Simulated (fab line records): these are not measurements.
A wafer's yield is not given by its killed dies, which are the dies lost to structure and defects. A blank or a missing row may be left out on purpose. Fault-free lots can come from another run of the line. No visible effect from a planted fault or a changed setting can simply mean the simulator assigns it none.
fab line records ; flow nandHarc
record lots=5; wafers=15; lastDay=32
route steps=1302 shown A_CHANNEL_HOLE_D2@583
lots with no fault: from the same line, run without faults
startH: start of the lot's first displayed wafer, in hours after the record's first day ; waitH: hours elapsed since this lot's preceding step ; " same as the row above ; L1.1+2: a single row standing in for several wafers ; - value missing, or start not given ; * or withheld: withheld ; < > ~ a bound
route shown NAME@n: NAME is a module with steps in the file, n the number in the route of the first one ; usual: mean/standard deviation of fault-free wafers ; same: alike in all rows ; chamber/n: place in a boat ; sites: the reading at each site ; _std_site: standard deviation across them ; _edge_site: the outer-site mean with the inner-site mean subtracted ; radiusMm: for every site, how far away it sits from the centre of the wafer ; mask NAME#n: copy n ; behind: the tool/chamber that last shaped the wafer ; hold: reason for holding the lot/hours on hold/outcome of the hold ; device: which transistor (n, p or np) failed to switch ; end of line: at the end of the route, the tests of the same wafers ; a step given without rows: its recipe and nothing more ; killed: dies lost to structure and defects at the first sort, not the wafer's yield ; map: a wafer's dies, marking killed ones x, the rest . and places with no die _
set.NAME: the setting as run; set.NAME@STEP: as run at that earlier step ; model.NAME: the simulator's own value behind a step, which no gauge read
lots seen at some steps along the route; tables by step, rows by wafer
services: the hour from which a tool's chamber was out of use, counted from the record's first day as startH (under 0 if before that day), plus the number of hours and why
## steps
# step NHARC_A_CHANNEL_HOLE_D2_OVL_MEAS_11
# usual overlayXNm=-0.1/0.77; overlayYNm=0.1/0.7
lot.wafer;tool;chamber;startH;waitH;overlayXNm;overlayYNm
L187.1;overlay-02;-;291.97;-;0.7;-1.4
L187.3;overlay-02;-;291.97;-;0.2;-1.6
L187.6;overlay-02;-;291.97;-;0.6;-2.1
L189.2;overlay-02;-;301.15;-;-0.9;0.4
L189.3;overlay-02;-;301.15;-;-0.8;1.0
L189.5;overlay-02;-;301.15;-;-0.4;0.5
L199.1;overlay-02;-;408.98;-;-0.5;-0.9
L199.3;overlay-02;-;408.98;-;-0.2;-0.4
L199.6;overlay-02;-;408.98;-;-0.7;-0.6
L201.1;overlay-01;-;422.64;-;-0.2;-0.5
L201.2;overlay-01;-;422.64;-;0.3;-0.4
L201.5;overlay-01;-;422.64;-;-0.3;-0.6
L204.1;overlay-01;-;459.68;-;0.2;0.9
L204.5;overlay-01;-;459.68;-;-0.1;0.4
L204.6;overlay-01;-;459.68;-;0.3;0.8
# step NHARC_A_CHANNEL_HOLE_D2_INSPECT_12
# usual rawDefectCount=32/23
lot.wafer;tool;chamber;startH;waitH;rawDefectCount
L187.1;defectInspect-01;-;292.01;0.0;2
L187.3;defectInspect-01;-;292.01;0.0;9
L187.6;defectInspect-01;-;292.01;0.0;12
L189.2;defectInspect-02;-;301.19;0.0;60
L189.3;defectInspect-02;-;301.19;0.0;50
L189.5;defectInspect-02;-;301.19;0.0;61
L199.1;defectInspect-02;-;409.02;0.0;9
L199.3;defectInspect-02;-;409.02;0.0;21
L199.6;defectInspect-02;-;409.02;0.0;11
L201.1;defectInspect-01;-;422.68;0.0;22
L201.2;defectInspect-01;-;422.68;0.0;14
L201.5;defectInspect-01;-;422.68;0.0;12
L204.1;defectInspect-01;-;459.72;0.0;23
L204.5;defectInspect-01;-;459.72;0.0;26
L204.6;defectInspect-01;-;459.72;0.0;18
# step NHARC_A_CHANNEL_HOLE_D2_DESCUM_15
# recipe timeS=3; o2FlowSccm=200; arFlowSccm=0; biasPowerW=0; chemistry=O2
# step NHARC_A_CHANNEL_HOLE_D2_ETCH_38
# recipe targetDepthA=390; overEtchFrac=0.3; timeS=65; ionEnergyEv=80; cf4FlowSccm=150; arFlowSccm=0; rfW=300; biasW=100; chemistry=CF4
# step NHARC_A_CHANNEL_HOLE_D2_ETCH_39
# recipe targetDepthA=2600; overEtchFrac=0.3; timeS=325; ionEnergyEv=200; n2FlowSccm=150; h2FlowSccm=150; arFlowSccm=0; rfW=400; biasW=150; chemistry=N2/H2
# usual chamberPressureMTorr=29.997/0.024; drypumpMotorCurrentA=5.8/0.34; mfcArSccm=0.008/0.01; oesProductAu=0.999/0.011; rfVppV=430.9/2.1; showerheadPlenumPTorr=2.05/0.072; throttleValvePct=14.171/0.0086
lot.wafer;tool;chamber;startH;waitH;chamberPressureMTorr;drypumpMotorCurrentA;mfcArSccm;oesProductAu;rfHoursCounterH;rfVppV;showerheadPlenumPTorr;throttleValvePct
L187.3;rieDiel-05;2;-;-;30.003;5.8;0;0.993;4;433.7;2.12;14.161
L187.1;rieDiel-05;3;-;-;29.966;5.7;0;0.999;5;430.9;2.08;14.173
L187.6;rieDiel-05;2;-;-;29.977;5.8;0;0.986;-;431.8;2.12;14.171
L189.2;rieDiel-06;0;-;-;30.005;5.5;0.013;1.004;0;428.9;1.98;14.177
L189.3;rieDiel-06;1;-;-;29.988;5.8;0;1.010;0;431.3;2.04;14.165
L189.5;rieDiel-06;0;-;-;29.983;5.5;0.013;1.002;-;428.8;1.98;14.171
L199.1;rieDiel-10;2;-;-;30.004;5.3;0.025;1.013;0;427.5;1.94;14.188
L199.3;rieDiel-10;1;-;-;30.022;6.5;0.011;1.002;0;433.7;2.12;14.177
L199.6;rieDiel-10;2;-;-;29.964;5.3;0.025;1.024;-;427.2;1.94;14.181
L201.2;rieDiel-10;2;-;-;29.994;5.3;0.025;1.019;1;427.1;1.94;14.159
L201.1;rieDiel-10;3;-;-;30.007;6.2;0;0.978;1;430.6;2.05;14.175
L201.5;rieDiel-10;2;-;-;29.984;5.3;0.025;1.002;-;427.3;1.94;14.165
L204.1;rieDiel-10;3;-;-;30.026;6.2;0;0.983;5;431.8;2.05;14.168
L204.6;rieDiel-10;1;-;-;29.982;6.4;0.011;1.010;-;431.8;2.12;14.167
L204.5;rieDiel-10;2;-;-;29.997;5.3;0.025;1.011;-;427.6;1.94;14.166
# step NHARC_A_CHANNEL_HOLE_D2_ETCH_34
# recipe targetDepthA=1540; timeS=77; cf4FlowSccm=100; chf3FlowSccm=30; arFlowSccm=0; rfW=500; biasW=200; chemistry=CF4/CHF3
# step NHARC_A_CHANNEL_HOLE_D2_ETCH_16
# recipe targetDepthA=31000; overEtchFrac=0.3; timeS=806; ionEnergyEv=150; o2FlowSccm=400; cosFlowSccm=20; arFlowSccm=0; rfW=500; biasW=300; chemistry=O2/COS
# step NHARC_A_CHANNEL_HOLE_D2_CD_MEAS_18
# usual cdNm=100.0/2.3
lot.wafer;tool;chamber;startH;waitH;cdNm
L187.1;cdSem-01;-;293.21;-;103.7
L187.3;cdSem-01;-;293.21;-;101.1
L187.6;cdSem-01;-;293.21;-;101.4
L189.2;cdSem-01;-;302.36;-;101.3
L189.3;cdSem-01;-;302.36;-;100.5
L189.5;cdSem-01;-;302.36;-;103.1
L199.1;cdSem-01;-;410.19;-;96.4
L199.3;cdSem-01;-;410.19;-;100.8
L199.6;cdSem-01;-;410.19;-;98.5
L201.1;cdSem-03;-;423.86;-;99.0
L201.2;cdSem-03;-;423.86;-;96.4
L201.5;cdSem-03;-;423.86;-;95.8
L204.1;cdSem-02;-;460.89;-;101.2
L204.5;cdSem-02;-;460.89;-;100.3
L204.6;cdSem-02;-;460.89;-;102.8
# step NHARC_A_CHANNEL_HOLE_D2_ETCH_19
# recipe biasV=1200; sourceW=2500; pressureMtorr=15; timeS=34.5; arFlowSccm=375; c4f8FlowSccm=28.8; o2FlowSccm=96.2; tempC=-20; targetDepthA=*; chemistry=C4F8/O2/Ar
# step NHARC_A_CHANNEL_HOLE_D2_ETCH_20
# recipe biasV=3000; sourceW=withheld; pressureMtorr=20; timeS=361.9; arFlowSccm=375; c4f8FlowSccm=89.3; o2FlowSccm=35.7; tempC=-20; targetDepthA=16000; chemistry=C4F8/O2/Ar
# usual chamberPressureMTorr=19.999/0.02; drypumpMotorCurrentA=6.38/0.21; heBacksideLeakSccm=6.3/1.3; mfcArSccm=375.1/1.2; showerheadPlenumPTorr=3.68/0.18; throttleValvePct=32.154/0.0087
lot.wafer;tool;chamber;startH;waitH;chamberPressureMTorr;drypumpMotorCurrentA;heBacksideLeakSccm;mfcArSccm;rfHoursCounterH;showerheadPlenumPTorr;throttleValvePct
L187.1;harEtch-02;0;294.41;0.2;19.961;6.49;7.7;377.3;372;3.47;32.153
L187.3;harEtch-02;0;294.41;0.2;19.995;6.49;7.2;376.5;-;3.46;32.152
L187.6;harEtch-02;0;294.41;0.2;20.015;6.49;7.2;375.1;-;3.46;32.146
L189.2;harEtch-02;0;306.80;0.1;19.970;6.48;7.1;374.5;383;3.46;32.143
L189.3;harEtch-02;1;306.80;0.1;20.000;5.98;7.3;375.9;-;3.93;32.157
L189.5;harEtch-02;0;306.80;0.1;20.024;6.48;7.6;374.7;-;3.46;32.157
L199.1;harEtch-02;0;410.43;0.1;19.984;6.53;4.5;377.4;23;3.92;32.166
L199.3;harEtch-02;0;410.43;0.1;19.999;6.49;4.6;376.7;-;3.92;32.166
L199.6;harEtch-02;0;410.43;0.1;20.022;6.51;4.7;377.3;-;3.92;32.153
L201.2;harEtch-02;0;424.05;0.1;19.975;6.48;4.6;374.8;31;3.92;32.145
L201.1;harEtch-02;1;424.05;0.1;20.039;5.98;5.0;373.5;31;3.90;32.153
L201.5;harEtch-02;0;424.05;0.1;19.964;6.50;4.8;376.6;-;3.92;32.166
L204.1;harEtch-02;1;469.48;0.1;19.984;5.98;4.9;376.4;58;3.88;32.146
L204.6;harEtch-02;0;469.48;0.1;20.012;6.50;4.7;374.5;-;3.90;32.155
L204.5;harEtch-02;1;469.48;0.1;20.016;5.99;4.9;374.5;-;3.88;32.155
# step NHARC_A_CHANNEL_HOLE_D2_ETCH_21
# recipe biasV=3000; sourceW=withheld; pressureMtorr=20; timeS=514.3; arFlowSccm=375; c4f8FlowSccm=89.3; o2FlowSccm=35.7; tempC=-20; targetDepthA=16000; chemistry=C4F8/O2/Ar
# usual chamberPressureMTorr=19.998/0.018; drypumpMotorCurrentA=6.38/0.21; heBacksideLeakSccm=6.3/1.1; mfcArSccm=374.9/1.1; showerheadPlenumPTorr=3.68/0.18; throttleValvePct=32.154/0.0085
lot.wafer;tool;chamber;startH;waitH;chamberPressureMTorr;drypumpMotorCurrentA;heBacksideLeakSccm;mfcArSccm;rfHoursCounterH;showerheadPlenumPTorr;throttleValvePct
L187.1;harEtch-02;0;295.04;0.5;19.985;6.52;7.6;375.9;372;3.46;32.157
L187.3;harEtch-02;0;295.04;0.5;19.977;6.50;7.5;376.9;-;3.46;32.163
L187.6;harEtch-02;0;295.04;0.5;20.009;6.51;7.5;376.8;-;3.46;32.156
L189.2;harEtch-02;0;307.12;0.3;19.997;6.46;7.5;373.9;384;3.46;32.157
L189.3;harEtch-02;1;307.12;0.3;19.985;5.97;7.2;374.0;-;3.93;32.161
L189.5;harEtch-02;0;307.12;0.3;19.988;6.45;6.9;373.3;-;3.46;32.141
L199.1;harEtch-02;0;410.76;0.3;19.980;6.51;4.7;373.4;23;3.92;32.152
L199.3;harEtch-02;0;410.76;0.3;20.002;6.46;4.7;376.5;-;3.92;32.153
L199.6;harEtch-02;0;410.76;0.3;19.982;6.46;4.6;376.4;-;3.92;32.141
L201.2;harEtch-02;0;424.37;0.3;20.021;6.48;4.7;375.2;31;3.92;32.150
L201.1;harEtch-02;1;424.37;0.3;19.985;6.01;4.8;374.4;31;3.90;32.142
L201.5;harEtch-02;0;424.37;0.3;19.974;6.46;4.6;373.5;-;3.92;32.160
L204.1;harEtch-02;1;469.81;0.3;20.003;6.00;4.8;376.6;58;3.88;32.153
L204.6;harEtch-02;0;469.81;0.3;20.007;6.52;4.7;375.2;-;3.90;32.141
L204.5;harEtch-02;1;469.81;0.3;20.005;5.99;4.9;374.7;-;3.88;32.158
# step NHARC_A_CHANNEL_HOLE_D2_ETCH_22
# recipe biasV=3000; sourceW=withheld; pressureMtorr=20; timeS=666.7; arFlowSccm=375; c4f8FlowSccm=89.3; o2FlowSccm=35.7; tempC=-20; targetDepthA=16000; chemistry=C4F8/O2/Ar
# usual chamberPressureMTorr=20.000/0.016; drypumpMotorCurrentA=6.38/0.21; heBacksideLeakSccm=6.4/1.1; mfcArSccm=375.2/1.2; showerheadPlenumPTorr=3.68/0.18; throttleValvePct=32.156/0.0088
lot.wafer;tool;chamber;startH;waitH;chamberPressureMTorr;drypumpMotorCurrentA;heBacksideLeakSccm;mfcArSccm;rfHoursCounterH;showerheadPlenumPTorr;throttleValvePct
L187.1;harEtch-02;0;295.91;0.7;20.001;6.49;7.7;376.1;373;3.46;32.168
L187.3;harEtch-02;0;295.91;0.7;20.012;6.48;7.5;376.0;-;3.46;32.161
L187.6;harEtch-02;0;295.91;0.7;19.999;6.47;7.5;378.7;-;3.46;32.187
L189.2;harEtch-02;0;307.56;0.4;20.020;6.48;7.7;374.3;384;3.46;32.151
L189.3;harEtch-02;1;307.56;0.4;20.008;5.99;7.3;375.8;-;3.93;32.167
L189.5;harEtch-02;0;307.56;0.4;19.986;6.48;7.6;375.4;-;3.46;32.157
L199.1;harEtch-02;0;411.22;0.4;20.016;6.47;4.8;373.5;24;3.92;32.148
L199.3;harEtch-02;0;411.22;0.4;20.006;6.49;4.7;374.3;-;3.92;32.150
L199.6;harEtch-02;0;411.22;0.4;20.012;6.51;4.4;373.1;-;3.92;32.164
L201.2;harEtch-02;0;424.81;0.4;19.994;6.50;4.7;373.6;32;3.92;32.171
L201.1;harEtch-02;1;424.81;0.4;20.009;6.00;4.6;375.0;32;3.90;32.148
L201.5;harEtch-02;0;424.81;0.4;19.961;6.45;4.7;373.7;-;3.92;32.157
L204.1;harEtch-02;1;470.27;0.4;19.990;6.00;5.1;376.5;58;3.88;32.165
L204.6;harEtch-02;0;470.27;0.4;20.003;6.47;5.0;376.2;-;3.90;32.150
L204.5;harEtch-02;1;470.27;0.4;19.987;5.98;4.7;375.4;-;3.88;32.149
# step NHARC_A_CHANNEL_HOLE_D2_ETCH_23
# recipe biasV=5000; sourceW=withheld; pressureMtorr=20; timeS=819; arFlowSccm=375; c4f8FlowSccm=89.3; o2FlowSccm=35.7; tempC=-20; targetDepthA=16000; chemistry=C4F8/O2/Ar
# usual chamberPressureMTorr=20.002/0.019; drypumpMotorCurrentA=6.37/0.21; heBacksideLeakSccm=6.4/1.2; mfcArSccm=375.1/1.1; showerheadPlenumPTorr=3.68/0.18; throttleValvePct=32.156/0.0087
lot.wafer;tool;chamber;startH;waitH;chamberPressureMTorr;drypumpMotorCurrentA;heBacksideLeakSccm;mfcArSccm;rfHoursCounterH;showerheadPlenumPTorr;throttleValvePct
L187.1;harEtch-02;0;297.03;0.9;20.027;6.48;7.4;373.0;374;3.46;32.152
L187.3;harEtch-02;0;297.03;0.9;20.006;6.50;7.6;374.6;-;3.46;32.153
L187.6;harEtch-02;0;297.03;0.9;19.997;6.48;7.0;375.7;-;3.46;32.140
L189.2;harEtch-02;0;308.12;0.5;20.025;6.48;7.6;373.1;385;3.46;32.154
L189.3;harEtch-02;1;308.12;0.5;19.989;6.01;7.4;375.3;-;3.93;32.151
L189.5;harEtch-02;0;308.12;0.5;20.015;6.51;7.0;376.0;-;3.46;32.152
L199.1;harEtch-02;0;411.81;0.5;20.012;6.52;8.7;376.3;24;3.92;32.152
L199.3;harEtch-02;0;411.81;0.5;20.024;6.53;4.4;376.8;-;3.92;32.159
L199.6;harEtch-02;0;411.81;0.5;19.998;6.52;4.6;376.5;-;3.92;32.161
L201.2;harEtch-02;0;425.39;0.5;20.017;6.49;4.7;373.2;32;3.92;32.157
L201.1;harEtch-02;1;425.39;0.5;20.004;5.99;4.9;376.2;32;3.90;32.155
L201.5;harEtch-02;0;425.39;0.5;19.988;6.47;4.5;374.2;-;3.92;32.150
L204.1;harEtch-02;1;470.86;0.5;20.026;6.00;4.8;376.3;59;3.88;32.164
L204.6;harEtch-02;0;470.86;0.5;19.988;6.43;4.8;374.4;-;3.90;32.160
L204.5;harEtch-02;1;470.86;0.5;20.019;6.00;4.9;375.6;-;3.88;32.151
# step NHARC_A_CHANNEL_HOLE_D2_ETCH_24
# recipe biasV=5000; sourceW=withheld; pressureMtorr=20; timeS=906.2; arFlowSccm=375; c4f8FlowSccm=93.8; o2FlowSccm=31.2; tempC=-20; targetDepthA=15000; chemistry=C4F8/O2/Ar
# step NHARC_A_CHANNEL_HOLE_D2_ETCH_25
# recipe biasV=5000; sourceW=withheld; pressureMtorr=20; timeS=1040.2; arFlowSccm=375; c4f8FlowSccm=93.8; o2FlowSccm=31.2; tempC=-20; targetDepthA=15000; chemistry=C4F8/O2/Ar
# step NHARC_A_CHANNEL_HOLE_D2_ETCH_26
# recipe biasV=300; sourceW=2000; pressureMtorr=30; timeS=224.1; arFlowSccm=375; c4f8FlowSccm=11.4; o2FlowSccm=113.6; tempC=-20; targetDepthA=3000; chemistry=C4F8/O2/Ar
# step NHARC_A_CHANNEL_HOLE_D2_ETCH_27
# recipe biasV=400; sourceW=2000; pressureMtorr=25; timeS=90; arFlowSccm=375; c4f8FlowSccm=41.7; o2FlowSccm=83.3; tempC=-20; targetDepthA=4000; chemistry=C4F8/O2/Ar
# step NHARC_A_CHANNEL_HOLE_D2_STRIP_41
# recipe n2FlowSccm=150; h2FlowSccm=150; arFlowSccm=0; biasW=0; chemistry=N2/H2
# step NHARC_A_CHANNEL_HOLE_D2_STRIP_42
# recipe cf4FlowSccm=100; chf3FlowSccm=30; arFlowSccm=0; biasW=0; chemistry=CF4/CHF3
# step NHARC_A_CHANNEL_HOLE_D2_STRIP_43
# recipe o2FlowSccm=400; cosFlowSccm=20; arFlowSccm=0; biasW=0; chemistry=O2/COS
# step NHARC_A_CHANNEL_HOLE_D2_ETCH_44
# recipe targetDepthA=1400; overetchA=140; timeS=77; ionEnergyEv=100; cf4FlowSccm=80; o2FlowSccm=20; arFlowSccm=0; rfW=300; biasW=100; chemistry=CF4/O2
# usual chamberPressureMTorr=30.003/0.026; drypumpMotorCurrentA=5.8/0.4; mfcArSccm=0.007/0.0092; oesProductAu=1.002/0.011; rfVppV=197.6/1.4; showerheadPlenumPTorr=1.33/0.048; throttleValvePct=13.397/0.0086
lot.wafer;tool;chamber;startH;waitH;chamberPressureMTorr;drypumpMotorCurrentA;mfcArSccm;oesProductAu;rfHoursCounterH;rfVppV;showerheadPlenumPTorr;throttleValvePct
L187.3;rieDiel-05;2;303.10;0.1;30.026;5.8;0;0.984;5.0;198.7;1.39;13.394
L187.1;rieDiel-05;1;303.10;0.1;30.015;5.8;0.025;0.997;5.4;198.1;1.38;13.388
L187.6;rieDiel-05;2;303.10;0.1;30.032;5.8;0;0.983;-;197.8;1.39;13.388
L189.3;rieDiel-06;1;311.39;0.1;30.027;5.8;0;1.001;0.9;198.0;1.34;13.389
L189.2;rieDiel-06;3;311.39;0.1;30.017;5.2;0.002;1.000;0.6;194.9;1.26;13.416
L189.5;rieDiel-06;1;311.39;0.1;30.050;5.8;0;1.004;-;198.2;1.34;13.393
L199.3;rieDiel-10;0;415.00;0.1;29.988;6.6;0;1.001;0.6;197.0;1.31;13.409
L199.1;rieDiel-10;1;415.00;0.1;30.049;6.4;0.011;1.010;0.5;197.7;1.39;13.405
L199.6;rieDiel-10;3;415.00;0.1;30.001;6.2;0;0.977;-;196.9;1.34;13.390
L201.1;rieDiel-05;3;428.72;0.1;29.992;5.7;0;0.988;1.8;197.2;1.36;13.382
L201.2;rieDiel-05;2;428.72;0.1;30.028;5.8;0;1.002;2.0;198.8;1.39;13.384
L201.5;rieDiel-05;2;428.72;0.1;30.030;5.8;0;1.007;-;198.8;1.39;13.387
L204.1;rieDiel-06;2;474.04;0.1;29.995;5.9;0.000;0.991;0.2;200.3;1.40;13.401
L204.6;rieDiel-06;3;474.04;0.1;29.988;5.2;0.002;1.011;-;195.2;1.26;13.400
L204.5;rieDiel-06;0;474.04;0.1;30.030;5.5;0.013;1.006;-;197.7;1.29;13.386
# step NHARC_A_CHANNEL_HOLE_D2_STRIP_28
# recipe o2FlowSccm=500; arFlowSccm=0; biasW=0; chemistry=O2
# step NHARC_A_CHANNEL_HOLE_D2_PRECLEAN_29
# recipe timeS=*; tempC=50; bathAgeMin=0; chemistry=SC1
# step NHARC_A_CHANNEL_HOLE_D2_SRD_30
# step NHARC_A_CHANNEL_HOLE_D2_CD_MEAS_31
# usual cdNm=90.3/1.4
lot.wafer;tool;chamber;startH;waitH;cdNm
L187.1;cdSem-03;-;304.03;-;93.3
L187.3;cdSem-03;-;304.03;-;89.4
L187.6;cdSem-03;-;304.03;-;92.6
L189.2;cdSem-03;-;312.19;-;89.3
L189.3;cdSem-03;-;312.19;-;91.8
L189.5;cdSem-03;-;312.19;-;93.6
L199.1;cdSem-03;-;415.79;-;89.3
L199.3;cdSem-03;-;415.79;-;89.5
L199.6;cdSem-03;-;415.79;-;90.6
L201.1;cdSem-03;-;429.65;-;88.1
L201.2;cdSem-03;-;429.65;-;90.5
L201.5;cdSem-03;-;429.65;-;88.4
L204.1;cdSem-01;-;474.81;-;90.0
L204.5;cdSem-01;-;474.81;-;90.3
L204.6;cdSem-01;-;474.81;-;91.2
# step NHARC_A_CHANNEL_HOLE_D2_XSEM_32
# recipe landingEnergyEv=35000
# usual botCdNm=75.1/1.4; bowNm=8.72/0.17; tiltDeg=0.07/0.044
lot.wafer;tool;chamber;startH;waitH;botCdNm;bowNm;tiltDeg
L187.1;xsem-01;0;304.12;0.1;77.6;8.86;0.12
L187.3;xsem-01;0;304.12;0.1;74.1;8.84;0.12
L187.6;xsem-01;0;304.12;0.1;76.8;8.86;0.12
L189.2;xsem-02;0;312.28;0.1;74.2;8.47;0.12
L189.3;xsem-02;0;312.28;0.1;76.5;8.51;0.12
L189.5;xsem-02;0;312.28;0.1;78.6;8.49;0.12
L189.2;xsem-02;0;-;-;71.8;-;0.08
L189.3;xsem-02;0;-;-;74.1;-;0.08
L189.5;xsem-02;0;-;-;76.1;-;0.08
L199.1;xsem-02;0;415.88;0.1;74.4;8.60;0.12
L199.3;xsem-02;0;415.88;0.1;73.9;8.50;0.12
L199.6;xsem-02;0;415.88;0.1;75.9;8.58;0.12
L201.1;xsem-02;0;429.74;0.1;72.3;8.63;0.14
L201.2;xsem-02;0;429.74;0.1;73.5;8.58;0.14
L201.5;xsem-02;0;429.74;0.1;72.5;8.65;0.14
L204.1;xsem-01;0;474.90;0.1;75.7;8.66;0.06
L204.5;xsem-01;0;474.90;0.1;74.6;8.73;0.06
L204.6;xsem-01;0;474.90;0.1;76.0;8.70;0.06
# step NHARC_A_CHANNEL_HOLE_D2_INSPECT_40
# usual rawDefectCount=280/70
lot.wafer;tool;chamber;startH;waitH;rawDefectCount
L187.1;defectInspect-02;-;304.22;-;260
L187.3;defectInspect-02;-;304.22;-;277
L187.6;defectInspect-02;-;304.22;-;278
L189.2;defectInspect-02;-;314.43;-;555
L189.3;defectInspect-02;-;314.43;-;400
L189.5;defectInspect-02;-;314.43;-;433
L199.1;defectInspect-02;-;415.98;-;318
L199.3;defectInspect-02;-;415.98;-;200
L199.6;defectInspect-02;-;415.98;-;227
L201.1;defectInspect-01;-;429.84;-;150
L201.2;defectInspect-01;-;429.84;-;263
L201.5;defectInspect-01;-;429.84;-;205
L204.1;defectInspect-02;-;474.99;-;253
L204.5;defectInspect-02;-;474.99;-;255
L204.6;defectInspect-02;-;474.99;-;284
## services
tool;chamber;startH;hours;kind
rieDiel-05;0;273.77;4.3;repair
rieDiel-05;3;274.65;1.6;repair
harEtch-02;1;279.24;-;consumableReplace:showerhead
harEtch-02;1;279.24;17.0;scheduledDown
harEtch-02;1;279.24;17.0;ventCycle
rieDiel-06;-;283.21;9.0;pm
rieDiel-10;0;287.13;7.7;repair
rieDiel-05;3;299.85;8.7;repair
rieDiel-05;0;336.99;3.2;repair
rieDiel-05;2;342.48;4.2;repair
xsem-01;-;350.00;14.0;pm
harEtch-02;-;357.48;17.0;pm
harEtch-02;0;357.48;17.0;ventCycle
harEtch-02;1;357.48;17.0;ventCycle
rieDiel-05;1;363.69;1.4;repair
harEtch-02;0;374.48;-;clean
harEtch-02;0;374.48;-;consumableReplace:esc
rieDiel-05;-;382.60;9.0;pm
rieDiel-10;-;395.50;9.0;pm
rieDiel-06;2;418.66;10.4;repair
rieDiel-10;0;420.97;1.8;repair
rieDiel-05;0;424.21;52.0;repair
rieDiel-05;2;455.23;1.5;repair
rieDiel-06;-;460.21;9.0;pm
## key
firstSign step=NHARC_A_CHANNEL_HOLE_D2_XSEM_32; reading=visit; direction=added
effect none on later readings
metAt NHARC_A_CHANNEL_HOLE_D2_ETCH_23
struckWafers L189.3
testerLeftOut L189
fault kind=processParameterDrift; tool=harEtch-02; chamber=1; onsetH=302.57; steps=NHARC_A_CHANNEL_HOLE_D2_ETCH_23; channel=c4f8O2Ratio; offset=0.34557; shape=step; endH=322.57; actsIn=theseRecipesOnly; stated=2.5
# testerLeftOut: of these lots the tester's yield and bins aren't shown, on N5 and GAA mostly nor the transistor test; their killed dies are dies lost to structure and defects alone, not to doping, threshold or leakage, so they don't give the yield
